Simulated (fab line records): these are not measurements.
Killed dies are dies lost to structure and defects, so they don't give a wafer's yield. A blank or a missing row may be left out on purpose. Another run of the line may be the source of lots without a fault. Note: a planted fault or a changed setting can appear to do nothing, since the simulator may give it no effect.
Which tool was responsible? | flow n5-finfet | 10 lots, 27 wafers sampled, at 5 steps of a route of 1938

WHAT THE GAUGES SHOWED, per wafer
N5_BEOL_M4_OCD_MEAS_38. Usual: 54.7 nm for trench-depth-nm, sd 1.3.
lot  | measured     | on     | trench-depth-nm (nm) | flag
L556 | day 8 11:09  | ocd-02 | 54.1 56.4 54.4       |
L557 | day 8 13:34  | ocd-01 | 53.0 54.4 54.5       |
L558 | day 8 13:56  | ocd-02 | 55.7 55.3 53.9       |
L561 | day 9 21:10  | ocd-01 | 54.6 53.1            |
L562 | day 10 01:42 | ocd-02 | 55.0 54.4            |
L567 | day 10 22:26 | ocd-02 | 54.0 53.1            |
L570 | day 12 01:14 | ocd-02 | 55.5 57.3 56.6       |
L571 | day 12 05:59 | ocd-02 | 57.0 53.4 55.5       |
L575 | day 13 06:13 | ocd-02 | 56.0 55.5 52.8       |
L576 | day 13 06:15 | ocd-01 | 56.2 56.0 53.9       |

N5_BEOL_M4_RC_MEAS_101. Usual: COMB_M4 5.6e-11 S/m, standard deviation 1.1e-11; COMB_M4_max_site 8.1e-11 S/m, standard deviation 1.9e-11; DIBL_N 35.9 mV/V, standard deviation 2.5; DIBL_P 36.0 mV/V, standard deviation 3; IOFF_N 0.16 nA/um, standard deviation 0.047; IOFF_P 0.21 nA/um, standard deviation 0.047; ION_N 671 uA/um, standard deviation 14; ION_P 460 uA/um, standard deviation 8.8; SS_N 71.5 mV/dec, standard deviation 0.73; SS_P 73.2 mV/dec, standard deviation 0.91; VT_N 250 mV, standard deviation 4.3; VT_P -251 mV, standard deviation 3.6.
lot  | measured     | on        | COMB_M4 (S/m)           | COMB_M4_max_site (S/m)   | DIBL_N (mV/V)  | DIBL_P (mV/V)  | IOFF_N (nA/um) | IOFF_P (nA/um) | ION_N (uA/um) | ION_P (uA/um) | SS_N (mV/dec)  | SS_P (mV/dec)  | VT_N (mV)   | VT_P (mV)      | flag
L556 | day 8 15:19  | prober-01 | 4.1e-11 5.5e-11 7.2e-11 | 7.3e-11 7.1e-11 8.9e-11  | 36.9 33.8 35.2 | 36.9 32.7 33.2 | 0.17 0.12 0.14 | 0.21 0.16 0.17 | 670 657 665   | 456 446 455   | 71.9 71.5 71.5 | 72.8 71.5 73.1 | 250 254 251 | -249 -253 -254 |
L557 | day 8 17:10  | prober-02 | 5.2e-11 6.1e-11 3.8e-11 | 1.03e-10 7e-11 5.9e-11   | 37.0 35.6 33.9 | 37.4 35.8 33.4 | 0.17 0.15 0.11 | 0.22 0.20 0.16 | 679 682 653   | 462 463 451   | 72.2 72.4 71.4 | 73.4 72.9 72.3 | 250 249 256 | -252 -251 -253 |
L558 | day 8 19:20  | prober-01 | 8.1e-11 6.1e-11 4.7e-11 | 1.08e-10 7.5e-11 7.1e-11 | 39.6 32.6 40.8 | 39.0 29.5 38.8 | 0.24 0.10 0.28 | 0.26 0.13 0.26 | 707 654 684   | 475 447 460   | 71.7 69.6 72.6 | 74.3 71.7 74.4 | 241 256 243 | -249 -256 -248 |
L561 | day 10 01:07 | prober-01 | 2.15e-10 6.6e-11        | 2.55e-10 9.2e-11         | 37.0 36.8      | 35.8 35.4      | 0.16 0.15      | 0.21 0.19      | 681 667       | 465 454       | 71.8 71.2      | 74.2 73.2      | 251 251     | -250 -254      | OFF
L562 | day 10 06:38 | prober-01 | 2.17e-10 5.8e-11        | 2.65e-10 9.1e-11         | 34.7 34.7      | 32.3 32.0      | 0.11 0.12      | 0.15 0.14      | 642 655       | 444 444       | 71.4 70.7      | 72.0 71.4      | 256 253     | -253 -253      | OFF
L567 | day 11 03:36 | prober-02 | 2.03e-10 6.9e-11        | 2.73e-10 1.25e-10        | 36.7 33.2      | 37.9 33.6      | 0.17 0.12      | 0.22 0.15      | 678 664       | 458 462       | 71.9 70.7      | 74.4 72.6      | 247 253     | -252 -255      | OFF
L570 | day 12 05:04 | prober-02 | 4.8e-11 5.3e-11 3.9e-11 | 6.6e-11 5.8e-11 6e-11    | 35.8 39.0 38.1 | 35.2 39.9 39.4 | 0.14 0.22 0.18 | 0.19 0.28 0.26 | 685 693 692   | 470 469 475   | 70.5 71.2 71.8 | 73.0 74.4 74.3 | 248 244 247 | -250 -247 -248 |
L571 | day 12 10:28 | prober-02 | 7e-11 5.6e-11 5.2e-11   | 1.05e-10 7.2e-11 8.2e-11 | 39.7 38.5 34.5 | 41.2 39.9 35.4 | 0.27 0.25 0.15 | 0.32 0.29 0.23 | 703 690 681   | 470 471 467   | 73.1 72.2 71.6 | 74.6 75.1 73.0 | 241 244 248 | -245 -245 -249 |
L575 | day 13 12:14 | prober-02 | 6.1e-11 4.4e-11 4e-11   | 8.9e-11 9.2e-11 5e-11    | 35.0 34.7 32.9 | 35.1 34.8 32.7 | 0.13 0.15 0.10 | 0.19 0.19 0.16 | 655 681 656   | 452 468 455   | 71.1 71.2 71.0 | 72.8 73.5 72.0 | 255 251 259 | -252 -250 -254 |
L576 | day 13 12:32 | prober-01 | 9.5e-11 7.8e-11 6.6e-11 | 1.4e-10 9.4e-11 7e-11    | 35.2 39.7 33.6 | 33.5 39.0 33.2 | 0.12 0.20 0.11 | 0.16 0.25 0.16 | 668 673 664   | 458 457 462   | 71.1 73.0 70.8 | 73.0 74.5 72.2 | 254 249 253 | -252 -250 -254 |

EACH LOT AND THE TOOL THAT RAN IT (in order: tool; ch and the chambers of the sampled wafers; start)
lot  | N5_BEOL_M4_ETCH_41                            | N5_BEOL_M4_ALD_84                   | N5_BEOL_M4_ANNEAL_82
L556 | rie-diel-02 ch 1,2,3, day 8 11:09 or earlier  | ald-metal-03 ch 1,2, day 8 11:30    | pvd-sputter-02, day 8 12:35
L557 | rie-diel-03 ch 2,3, day 8 13:34 or earlier    | ald-metal-03 ch 2,3, day 8 13:52    | pvd-sputter-03, day 8 14:49
L558 | rie-diel-03 ch 0,2, day 8 13:56 or earlier    | ald-metal-03 ch 2,3, day 8 14:14    | pvd-sputter-03, day 8 16:40
L561 | rie-diel-03 ch 2,3, day 9 21:10 or earlier    | ald-metal-03 ch 1,2, day 9 21:37    | pvd-sputter-01, day 9 22:38
L562 | rie-diel-03 ch 1,2, day 10 01:42 or earlier   | ald-metal-03 ch 2, day 10 02:32     | pvd-sputter-03, day 10 03:44
L567 | rie-diel-06 ch 0,3, day 10 22:26 or earlier   | ald-metal-03 ch 1,3, day 10 22:46   | pvd-sputter-03, day 11 00:39
L570 | rie-diel-02 ch 1,3, day 12 01:14 or earlier   | ald-metal-02 ch 0,1,3, day 12 01:42 | pvd-sputter-02, day 12 02:41
L571 | rie-diel-06 ch 0,2,3, day 12 05:59 or earlier | ald-metal-02 ch 0,1, day 12 06:39   | pvd-sputter-01, day 12 07:57
L575 | rie-diel-06 ch 0,1,2, day 13 06:13 or earlier | ald-metal-03 ch 0,3, day 13 06:47   | pvd-sputter-03, day 13 09:38
L576 | rie-diel-03 ch 0,1, day 13 06:15 or earlier   | ald-metal-01 ch 0,1,2, day 13 06:55 | pvd-sputter-02, day 13 10:02
- N5_BEOL_M4_ETCH_41: etches SiCN in CH3F/O2, target depth 29.9 nm, time 52.5 s.
- N5_BEOL_M4_ALD_84: deposits TaN, pulse time 2 s, purge time 3 s, co reactant purge time 2 s.
- N5_BEOL_M4_ANNEAL_82: time 240 s.

AS READ BY THE TOOLS THEMSELVES (means over the sampled wafers that have a number; for cases with no such wafer, the mark the record gives instead)
N5_BEOL_M4_ETCH_41. Usual: O2_flow_sccm 20.00 sccm, standard deviation 0.058; drypump-motor-current-A 5.6 A, standard deviation 0.3; oes-product-au 0.79 a.u., standard deviation 0.077; rf-fwd-power-W 391.6 W, standard deviation 1.3; rf-vpp-V 296.9 V, standard deviation 1.3; showerhead-plenum-p-Torr 1.97 Torr, standard deviation 0.056; throttle-valve-pct 16.27 %, standard deviation 0.23.
lot  | tool        | O2_flow_sccm (sccm) | drypump-motor-current-A (A) | oes-product-au (a.u.) | rf-fwd-power-W (W) | rf-vpp-V (V) | showerhead-plenum-p-Torr (Torr) | throttle-valve-pct (%) | flag
L556 | rie-diel-02 | 20.04               | 5.5                         | 0.80                  | 392.5              | 296.2        | 1.95                            | 16.47                  |
L557 | rie-diel-03 | 19.98               | 5.9                         | 0.77                  | 392.7              | 297.5        | 2.00                            | 16.18                  |
L558 | rie-diel-03 | 19.98               | 5.5                         | 0.82                  | 390.7              | 298.0        | 2.05                            | 16.18                  |
L561 | rie-diel-03 | 19.98               | 5.8                         | 0.78                  | 392.3              | 297.7        | 2.00                            | 16.19                  |
L562 | rie-diel-03 | 19.95               | 5.5                         | 0.82                  | 391.8              | 296.5        | 1.97                            | 16.17                  |
L567 | rie-diel-06 | 19.96               | 6.0                         | 0.76                  | 391.6              | 296.6        | 1.91                            | 16.31                  |
L570 | rie-diel-02 | 20.03               | 5.6                         | 0.82                  | 393.3              | 296.0        | 1.94                            | 16.42                  |
L571 | rie-diel-06 | 20.02               | 5.8                         | 0.78                  | 392.1              | 296.5        | 1.94                            | 16.30                  |
L575 | rie-diel-06 | 19.99               | 5.6                         | 0.81                  | 390.6              | 296.4        | 1.99                            | 16.20                  |
L576 | rie-diel-03 | 20.03               | 5.1                         | 0.86                  | 392.2              | 296.8        | 2.00                            | 16.00                  |

N5_BEOL_M4_ALD_84. Usual: heater-power-w 430 W, standard deviation 49; mfc-carrier-sccm 1500 sccm, standard deviation 4.5.
lot  | tool         | heater-power-w (W) | mfc-carrier-sccm (sccm) | flag
L556 | ald-metal-03 | 497                | 1493                    |
L557 | ald-metal-03 | 461                | 1500                    |
L558 | ald-metal-03 | 467                | 1502                    |
L561 | ald-metal-03 | 504                | 1502                    |
L562 | ald-metal-03 | 496                | 1504                    |
L567 | ald-metal-03 | 478                | 1501                    |
L570 | ald-metal-02 | 418                | 1500                    |
L571 | ald-metal-02 | 431                | 1497                    |
L575 | ald-metal-03 | 415                | 1495                    |
L576 | ald-metal-01 | 361                | 1502                    |

N5_BEOL_M4_ANNEAL_82. Usual: 825 W for heater-power-w, sd 39.
lot  | tool           | heater-power-w (W) | flag
L556 | pvd-sputter-02 | 839                |
L557 | pvd-sputter-03 | 818                |
L558 | pvd-sputter-03 | 816                |
L561 | pvd-sputter-01 | 836                |
L562 | pvd-sputter-03 | 832                |
L567 | pvd-sputter-03 | 764                |
L570 | pvd-sputter-02 | 782                |
L571 | pvd-sputter-01 | 840                |
L575 | pvd-sputter-03 | 880                |
L576 | pvd-sputter-02 | 840                |

THE ANSWER, worked out from the rows above alone
Rule: take the mean of a lot's wafers that have a number; if it is more than 3 standard deviations from the usual mean, the lot is off. A lot without any number at a reading at which 4 lots or more have one is off too. All remaining lots with rows at the step are treated as sound. The gauges are gone through in route order, then the tools' own readings, and for those a lot's mean is taken as printed above. At the first step where some lot is off, the reading lying furthest off is the one used; lots without a number count as furthest.
Off: at N5_BEOL_M4_RC_MEAS_101 (COMB_M4), L561, L562, L567.
If a tool, at a process step before that reading, ran all the lots that are off and no sound lot after the first of them, it fits. Gauges at N5_BEOL_M4_RC_MEAS_101: tried the same way as those tools. With no start given for some of its lots, N5_BEOL_M4_ETCH_41 uses the hours and lot order of N5_BEOL_M4_OCD_MEAS_38. None of those tried fits.

WHAT THE SIMULATOR HAD INSERTED
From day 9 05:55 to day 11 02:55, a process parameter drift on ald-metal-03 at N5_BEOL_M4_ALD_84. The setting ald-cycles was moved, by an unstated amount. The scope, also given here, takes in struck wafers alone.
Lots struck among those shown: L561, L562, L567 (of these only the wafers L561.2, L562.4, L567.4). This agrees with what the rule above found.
